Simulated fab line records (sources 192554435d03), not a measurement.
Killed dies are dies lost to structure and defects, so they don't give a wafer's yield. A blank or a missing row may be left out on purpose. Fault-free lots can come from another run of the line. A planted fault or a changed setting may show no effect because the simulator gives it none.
Split-lot trial | flow n5Finfet | 7 lots, 39 wafers read, on a route of 1938 steps

THE SPLIT ITSELF
At N5_FIN_SAQP_SPACER1_ALD_24 (deposits SiO2, target thk 20.3 nm, pulse time 1 s, purge time 2 s), the setting aldCycles was moved away from the recipe's 218 on 18 of the 39 wafers read, by -11.9% to +16.5%. This setting was run at the recipe's value on the other wafers.

FROM THE SPLIT TO THE READING: what the file shows between them, 2 steps
- N5_FIN_SAQP_SPACER1_ETCHBACK_25: etches SiO2 in CHF3/O2, target depth 24.4 nm, time 12.2 s
- N5_FIN_SAQP_MANDREL1_REMOVE_56: chemistry HBr/Cl2/O2, target a-Si, stops on SiNx, bt time 10 s

THE READING
Shown in nm: cdNm at N5_FIN_SAQP_CD_MEAS_27, with target cd 20 nm. A value of 20.37 nm with a standard deviation of 0.28 nm is what fault-free wafers of this fab line usually give.

wafer  | tool, chamber at the split | aldCycles as run | against the recipe | cdNm, nm | against lot-mates on the recipe
L074.1 | aldSin-04, 2,0             | 254              | +16.5%             | 24.08    | +3.69
L074.2 | aldSin-04, 3               | 218              | recipe             | 20.23    | -
L074.3 | aldSin-04, 2,0             | 254              | +16.5%             | 23.99    | +3.60
L074.4 | aldSin-04, 0,2             | 218              | recipe             | 20.66    | -
L074.5 | aldSin-04, 3               | 254              | +16.5%             | 23.86    | +3.47
L074.6 | aldSin-04, 0,2             | 218              | recipe             | 20.27    | -
L077.1 | aldSin-03, 1,2             | 247              | +13.3%             | 23.27    | +3.00
L077.2 | aldSin-03, 3               | 218              | recipe             | 20.11    | -
L077.3 | aldSin-03, 2               | 247              | +13.3%             | 22.87    | +2.60
L077.4 | aldSin-03, 0,1             | 218              | recipe             | 20.17    | -
L077.5 | aldSin-03, 0,1             | 218              | recipe             | 20.52    | -
L077.6 | aldSin-03, 1,2             | 247              | +13.3%             | 22.97    | +2.70
L078.1 | aldSin-03, 3               | 201              | -7.8%              | 18.72    | -1.72
L078.2 | aldSin-03, 2,0             | 201              | -7.8%              | 18.83    | -1.61
L078.3 | aldSin-03, 1,2             | 218              | recipe             | 20.27    | -
L078.4 | aldSin-03, 2,0             | 201              | -7.8%              | 18.32    | -2.12
L078.5 | aldSin-03, 3               | 218              | recipe             | 20.55    | -
L078.6 | aldSin-03, 1,2             | 218              | recipe             | 20.51    | -
L086.1 | aldSin-02, 2,3,0           | 238              | +9.2%              | 22.05    | +2.05
L086.2 | aldSin-02, 2,3,0           | 238              | +9.2%              | 21.94    | +1.94
L086.3 | aldSin-02, 1,3,0           | 218              | recipe             | 19.74    | -
L086.4 | aldSin-02, 2,3,0           | 238              | +9.2%              | 22.13    | +2.13
L086.5 | aldSin-02, 1,3,0           | 218              | recipe             | 19.92    | -
L086.6 | aldSin-02, 1,3,0           | 218              | recipe             | 20.33    | -
L087.1 | aldSin-04, 2,0             | 218              | recipe             | 20.70    | -
L087.2 | aldSin-04, 3               | 218              | recipe             | 20.32    | -
L087.5 | aldSin-04, 2,0             | 218              | recipe             | 20.53    | -
L088.1 | aldSin-02, 0               | 192              | -11.9%             | 18.32    | -1.84
L088.2 | aldSin-02, 1,3,2           | 218              | recipe             | 20.24    | -
L088.3 | aldSin-02, 2,1             | 192              | -11.9%             | 17.99    | -2.17
L088.4 | aldSin-02, 1,3,2           | 218              | recipe             | 19.96    | -
L088.5 | aldSin-02, 2,1             | 192              | -11.9%             | 18.06    | -2.10
L088.6 | aldSin-02, 1,3,2           | 218              | recipe             | 20.27    | -
L090.1 | aldSin-04, 3               | 218              | recipe             | 20.05    | -
L090.2 | aldSin-04, 1               | 238              | +9.2%              | 22.34    | +1.93
L090.3 | aldSin-04, 0               | 238              | +9.2%              | 22.34    | +1.93
L090.4 | aldSin-04, 2,0             | 218              | recipe             | 20.71    | -
L090.5 | aldSin-04, 2,0             | 218              | recipe             | 20.47    | -
L090.6 | aldSin-04, 1               | 238              | +9.2%              | 21.79    | +1.38
If several chambers appear in one row, that row covers several wafers at once and the file leaves open which wafer was in which chamber.

FIT RESULTS
A straight line over all 39 wafers: cdNm changes by +0.205 nm for each +1% of aldCycles; r = +0.99; the points scatter about the line by 0.26 nm.
The same after taking each lot's own level away (the mean of its wafers on the recipe; 39 wafers): +0.205 nm for each +1%; r = +0.99; scatter 0.24 nm.
According to that fit, moving aldCycles by its largest amount changes the reading by 3.4 nm.
The lots' own levels span 19.997 to 20.517 nm, that is 1.9 times the standard deviation above.
The two slopes are in agreement: the lot-to-lot level therefore moves the slope only a little.
Check: +3.39 nm against its lot-mates is what the line predicts for one of the wafers moved furthest among these (+16.5%) when that wafer is left out of the fit. Against them it came out at +3.69 nm.

THE WHOLE CHAIN: every reading that the file lists as answering this split, in the file's order
step                           | what it does                                                      | reading                                                                                | change (the file's fit)               | r (the file's)
N5_FIN_SAQP_SPACER1_ALD_24     | deposits SiO2, target thk 20.3 nm, pulse time 1 s, purge time 2 s | SiO2_of_FIN_SAQP_SPACER1_ALD_24.thkNm (the simulator's own value, which no gauge read) | +0.2 nm for each +1% of the setting   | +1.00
N5_FIN_SAQP_MANDREL1_REMOVE_56 | chemistry HBr/Cl2/O2, target a-Si, stops on SiNx, bt time 10 s    | FIN_SAQP.cdNm (the simulator's own value, which no gauge read)                         | +0.203 nm for each +1% of the setting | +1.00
N5_FIN_SAQP_CD_MEAS_27         | target cd 20 nm                                                   | cdNm                                                                                   | +0.206 nm for each +1% of the setting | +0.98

FILE'S OWN FIT
cdNm changes by +0.206 nm for each +1% of aldCycles, r = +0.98.
